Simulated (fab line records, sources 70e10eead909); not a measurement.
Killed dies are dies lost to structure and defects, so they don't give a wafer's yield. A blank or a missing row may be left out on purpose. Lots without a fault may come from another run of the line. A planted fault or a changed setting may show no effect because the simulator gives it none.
One fault seen from 2 desks | flow nand_harc | each desk has only its own numbers; what lay behind them comes last

THE TOOL OWNER'S DESK: arfi_scanner-01
The tool's own readings at NHARC_P_M1_EXPOSE_06 (exposes mask P M1, target cd 130 nm): means of the sampled wafers that have a number, for each lot that ran on this tool. A lot is out of limits, marked OUT, if its mean lies more than 4 standard deviations from the usual mean; the brackets give that distance.
Columns: A = focus_offset_nm at NHARC_P_M1_EXPOSE_06, usual 0.0 nm
lot  | first seen here | A
L289 | day 8 02:58     | -0.2
L292 | day 8 18:43     | -0.1
L303 | day 11 11:17    | 0.0
L304 | day 12 01:16    | 0.6
This desk's finding: nothing out of limits on any of the 4 lots.

THE METROLOGY DESK
What the gauges read, lot by lot, whatever tool the lot ran on: means of the sampled wafers that have a number. A lot is out of limits, marked OUT, if its mean lies more than 4 standard deviations from the usual mean; the brackets give that distance.
Columns: A = thk_nm at NHARC_P_M0_THK_MEAS_24, usual 117.3 nm; B = cd_nm at NHARC_P_M1_CD_MEAS_09, usual 130.3 nm; C = overlay_x_nm at NHARC_P_M1_OVL_MEAS_10, usual 0.2 nm; D = overlay_y_nm at NHARC_P_M1_OVL_MEAS_10, usual -0.1 nm
lot  | first seen here | A     | B                | C    | D
L281 | day 6 07:08     | 116.8 | 130.2            | 1.0  | 0.5
L285 | day 7 00:33     | 117.1 | 130.2            | -0.7 | 0.0
L289 | day 8 01:33     | 117.8 | 139.4 (+14) OUT  | -0.8 | -1.1
L292 | day 8 17:17     | 117.8 | 132.9 (+4.1) OUT | 0.2  | -0.8
L295 | day 9 16:32     | 117.8 | 130.3            | 0.6  | 0.7
L297 | day 10 04:20    | 117.8 | 129.5            | 0.9  | 0.1
L299 | day 10 04:48    | 118.2 | 129.4            | 0.9  | 0.6
L301 | day 10 15:40    | 117.3 | 130.4            | 1.1  | -0.2
L300 | day 10 16:59    | 116.3 | 131.3            | 1.4  | -1.8
L303 | day 11 09:56    | 117.2 | 130.2            | -1.5 | -0.2
L304 | day 12 00:00    | 116.8 | 130.7            | -0.3 | -0.3
This desk's finding: out of limits on L289, L292; first on L289, day 8 03:07 (cd_nm at NHARC_P_M1_CD_MEAS_09). In limits: L281, L285, L295, L297, L299, L301, L300, L303, L304.

PUT TOGETHER
The metrology desk could have raised an alarm at day 8 03:07, on L289, L292.
The tool owner's desk saw nothing out of limits.
The tool owner's desk has L289, L292 on record, within its limits.
Of the lots named, all ran NHARC_P_M1_EXPOSE_06 on arfi_scanner-01.

WHAT THE SIMULATOR HAD PUT IN
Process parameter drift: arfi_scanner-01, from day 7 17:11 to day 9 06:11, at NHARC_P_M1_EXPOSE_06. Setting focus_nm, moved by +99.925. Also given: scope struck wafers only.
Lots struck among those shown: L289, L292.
Hours from the fault's start to each desk's first reading out of limits: the metrology desk, 10.
